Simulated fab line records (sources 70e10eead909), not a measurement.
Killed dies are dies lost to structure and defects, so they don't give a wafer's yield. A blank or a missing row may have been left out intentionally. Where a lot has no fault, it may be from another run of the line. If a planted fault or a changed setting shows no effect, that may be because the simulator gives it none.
Which tool is to blame?	flow nand harc	Sampling: 13 lots, 39 wafers, 5 of 1302 route steps

WHAT THE GAUGES SHOWED, per wafer
NHARC_A_M1_OVL_MEAS_10: pitch 240 nm.
lot	measured	on	overlay x nm (nm)	overlay y nm (nm)
L617	day 23 05:14	overlay-02	-1.7 -1.1 -1.4	0.9 0.9 0.7
L615	day 23 06:15	overlay-01	1.0 1.2 1.3	-1.3 -0.6 -1.2
L616	day 23 08:22	overlay-01	0.9 1.5 1.2	-0.3 -0.3 -0.4
L618	day 24 16:19	overlay-01	-0.4 -0.3 -0.5	0.3 -0.1 0.3
L623	day 26 20:12	overlay-02	-0.5 -0.8 -0.7	2.6 1.7 2.1
L627	day 27 11:32	overlay-01	-0.8 -1.3 -0.9	-0.5 -0.7 -1.1
L628	day 28 19:07	overlay-02	-1.0 -1.3 -1.2	-0.2 0.3 -0.5
L632	day 30 03:55	overlay-02	-0.3 -0.4 -0.1	0.2 -0.3 -0.4
L633	day 30 06:41	overlay-02	-1.5 -2.2 -1.7	0.6 0.1 0.1
L631	day 30 11:08	overlay-01	0.7 1.0 -0.2	0.5 0.4 0.5
L634	day 30 21:09	overlay-02	-0.5 0.1 -0.3	-1.1 -0.6 -0.2
L635	day 32 05:46	overlay-02	-0.5 -0.5 -1.3	0.8 1.4 0.3
L637	day 32 11:38	overlay-02	0.1 0.6 0.5	1.7 0.9 0.5

NHARC_A_M1_CD_MEAS_16.
lot	measured	on	cd nm (nm)
L617	day 23 05:38	cd sem-01	120.9 121.3 121.2
L615	day 23 06:40	cd sem-03	120.6 118.9 121.6
L616	day 23 08:46	cd sem-01	121.2 121.4 122.0
L618	day 24 16:43	cd sem-02	120.5 120.2 121.6
L623	day 26 20:36	cd sem-03	121.9 121.5 122.9
L627	day 27 11:56	cd sem-02	122.8 122.9 123.1
L628	day 28 19:33	cd sem-01	121.4 119.2 121.0
L632	day 30 04:19	cd sem-02	123.4 122.9 122.2
L633	day 30 07:05	cd sem-01	120.2 120.1 121.9
L631	day 30 11:32	cd sem-03	121.7 122.1 121.2
L634	day 30 21:34	cd sem-03	120.9 120.7 119.8
L635	day 32 06:10	cd sem-02	121.5 122.3 121.0
L637	day 32 12:02	cd sem-01	121.6 119.5 120.4

NHARC_END_SORT_01.
lot	measured	on	defect limited yield (%)	killed at array	killed at other	killed at periphery	killed dies	killed open	killed short	sort_bin_2_pct (%)	sort_bin_3_pct (%)	sort_bin_4_pct (%)	sort n pass	sort rim yield pct (%)	sort yield pct (%)
L617	day 24 16:48	prober-01	92.5 91.3 92.0	48 57 51	1 0 1	2 2 2	51 59 54	1 2 2	1 0 2	2.5 3.2 2.5	0.3 0.6 0.7	4.7 4.9 4.7	626 618 623	97 96 95	92.5 91.3 92.0
L615	day 24 17:38	prober-02	93.5 92.6 93.4	35 46 37	0 0 0	9 4 8	44 50 45	4 5 1	0 1 2	2.5 2.5 2.4	0.1 0.1 0.4	3.8 4.7 3.8	633 627 632	93 90 94	93.5 92.6 93.4
L616	day 25 00:32	prober-01	89.5 91.1 87.0	64 52 82	1 0 1	6 8 5	71 60 88	4 2 1	2 2 2	3.2 3.1 4.7	0.7 0.6 1.3	6.5 5.2 6.9	606 617 589	93 92 98	89.5 91.1 87.0
L618	day 26 03:43	prober-01	91.0 91.6 91.1	52 50 53	0 2 2	9 5 5	61 57 60	4 1 2	0 2 6	3.8 3.1 3.5	0.9 1.2 0.4	4.3 4.1 4.9	616 620 617	97 88 98	91.0 91.6 91.1
L623	day 28 14:03	prober-01	95.0 91.6 95.9	30 49 24	2 1 1	2 7 3	34 57 28	3 4 5	3 1 2	1.9 2.7 1.6	0.1 0.3 0.3	3.0 5.5 2.2	643 620 649	87 97 93	95.0 91.6 95.9
L627	day 29 00:25	prober-02	96.9 96.9 96.5	17 20 21	0 0 0	4 1 3	21 21 24	3 1 3	3 4 2	0.9 1.2 1.8	0.3 0.3 0.1	1.9 1.6 1.6	656 656 653	96 98 95	96.9 96.9 96.5
L628	day 30 07:48	prober-01	86.0 87.7 84.2	88 78 106	1 0 0	6 5 1	95 83 107	1 4 5	3 1 1	4.1 5.0 5.5	0.7 1.9 1.0	9.2 5.3 9.3	582 594 570	92 85 92	86.0 87.7 84.2
L632	day 31 18:06	prober-01	93.2 94.5 94.7	42 29 31	0 0 0	4 8 5	46 37 36	4 3 1	6 2 1	2.1 2.4 1.3	0.3 0 0.3	4.4 3.1 3.7	631 640 641	91 92 85	93.2 94.5 94.7
L633	day 31 19:00	prober-02	91.3 92.3 93.2	57 52 44	0 0 0	2 0 2	59 52 46	2 4 3	2 2 2	2.8 2.7 3.0	0.7 0.7 0.6	5.2 4.3 3.2	618 625 631	99 91 89	91.3 92.3 93.2
L631	day 32 04:17	prober-01	93.1 92.2 93.9	41 51 36	0 0 1	6 2 4	47 53 41	2 3 6	2 4 4	2.4 2.5 2.7	0.4 0.3 0.1	4.1 5.0 3.2	630 624 636	94 97 92	93.1 92.2 93.9
L634	day 32 19:02	prober-01	95.0 90.0 91.7	29 65 49	1 2 0	4 1 7	34 68 56	3 3 3	3 1 1	1.3 3.1 2.7	0.7 0.6 0.6	3.0 6.4 5.0	643 609 621	90 94 88	95.0 90.0 91.7
L635	day 33 20:46	prober-02	96.0 94.2 94.4	18 24 25	1 1 0	8 14 13	27 39 38	5 3 4	3 1 1	0.7 2.4 1.9	0.1 0.1 0.6	3.1 3.2 3.1	650 638 639	97 98 96	96.0 94.2 94.4
L637	day 34 01:47	prober-01	94.7 91.3 91.7	34 55 53	2 2 1	0 2 2	36 59 56	5 2 3	2 4 2	1.9 1.3 3.0	0.3 1.6 0.1	3.1 5.8 5.2	641 618 621	90 97 98	94.7 91.3 91.7

WHAT TOOL EACH LOT RAN ON (gives the tool, then ch and the chambers of the sampled wafers, and finally the start)
lot	NHARC_A_M0_PVD_21	NHARC_A_M1_EXPOSE_06
L617	pvd sputter-01, day 23 05:00 or earlier	arfi scanner-03 ch 0, day 23 05:00
L615	pvd sputter-02, day 23 06:02 or earlier	arfi scanner-02 ch 0, day 23 06:02
L616	pvd sputter-02, day 23 08:08 or earlier	arfi scanner-01 ch 0, day 23 08:08
L618	pvd sputter-03, day 24 16:05 or earlier	arfi scanner-02 ch 0, day 24 16:05
L623	pvd sputter-03, day 26 19:58 or earlier	arfi scanner-03 ch 0, day 26 19:58
L627	pvd sputter-02, day 27 11:19 or earlier	arfi scanner-03 ch 0, day 27 11:19
L628	pvd sputter-01, day 28 18:53 or earlier	arfi scanner-03 ch 0, day 28 18:53
L632	pvd sputter-02, day 30 03:40 or earlier	arfi scanner-02 ch 0, day 30 03:40
L633	pvd sputter-02, day 30 06:28 or earlier	arfi scanner-01 ch 0, day 30 06:28
L631	pvd sputter-01, day 30 10:55 or earlier	arfi scanner-01 ch 0, day 30 10:55
L634	pvd sputter-01, day 30 20:56 or earlier	arfi scanner-02 ch 0, day 30 20:56
L635	pvd sputter-02, day 32 05:32 or earlier	arfi scanner-02 ch 0, day 32 05:32
L637	pvd sputter-03, day 32 11:25 or earlier	arfi scanner-01 ch 0, day 32 11:25
- NHARC_A_M0_PVD_21: deposits Cu, target thk 30 nm, time 20.49 s.
- NHARC_A_M1_EXPOSE_06: exposes mask A M1, target cd 120 nm.

AS READ BY THE TOOLS THEMSELVES (means over the sampled wafers that have a number; for cases with no such wafer, the mark the record gives instead)
NHARC_A_M0_PVD_21.
lot	tool	throttle valve pct (%)
L617	pvd sputter-01	30.3
L615	pvd sputter-02	30.6
L616	pvd sputter-02	30.7
L618	pvd sputter-03	31.0
L623	pvd sputter-03	30.8
L627	pvd sputter-02	30.5
L628	pvd sputter-01	30.1
L632	pvd sputter-02	29.6
L633	pvd sputter-02	30.5
L631	pvd sputter-01	30.3
L634	pvd sputter-01	29.7
L635	pvd sputter-02	30.0
L637	pvd sputter-03	29.5

NHARC_A_M1_EXPOSE_06.
lot	tool	exposure dose mJ cm2
L617	arfi scanner-03	75.06
L615	arfi scanner-02	75.23
L616	arfi scanner-01	75.14
L618	arfi scanner-02	75.09
L623	arfi scanner-03	76.89
L627	arfi scanner-03	76.54
L628	arfi scanner-03	75.78
L632	arfi scanner-02	75.05
L633	arfi scanner-01	74.96
L631	arfi scanner-01	75.14
L634	arfi scanner-02	75.18
L635	arfi scanner-02	75.04
L637	arfi scanner-01	75.17

THE ANSWER, worked out from the rows above alone
Rule: the usual values come from the lots themselves. The widest of any qualifying gaps counts: lots, ordered by their means at a reading, are off when they make up no more than a third of the lots, leave a main group of 4 or more, and stand apart from it by 3 or more times the standard deviation of that group's means. A main group is skipped when, at the precision printed for the reading in the tables above, its means are all equal. Also off: a lot with no number at a reading for which 4 or more lots have one. The other lots that the step has rows for count as sound. The gauges are gone through in route order, then the tools' own readings, and for those a lot's mean is taken as printed above. The first step at which some lot is off is used, and at that step the reading that is off furthest; a lot without a number counts as furthest.
Off at NHARC_A_M1_EXPOSE_06 (exposure dose mJ cm2): L623, L627, L628. For the main group the mean is 75.11 and the standard deviation 0.076.
A tool fits if, at that step or a process step before it, it ran every lot that is off, and no sound lot after the first of them. Because NHARC_A_M0_PVD_21 lacks a start for some lots, the hours and order of its lots are taken from NHARC_A_M1_EXPOSE_06. One fits: NHARC_A_M1_EXPOSE_06 on arfi scanner-03. Its last sound lot is L617 (day 23 05:00), its first lot that is off L623 (day 26 19:58): a fault that began between those two fits.
On the lots that are off, the tool's own readings at NHARC_A_M1_EXPOSE_06 differ by more than 5 times the standard deviation of the sound lots' means, which bears it out; exposure dose mJ cm2 reads 76.40 there versus 75.11 on the sound lots.

WHAT WAS PUT IN BY THE SIMULATOR
Drift in process parameters on arfi scanner-03 at NHARC_A_M1_EXPOSE_06, starting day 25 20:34. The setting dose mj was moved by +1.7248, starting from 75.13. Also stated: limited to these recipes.
Shown lots that were struck: L623, L627, L628. Same finding as the rule above.
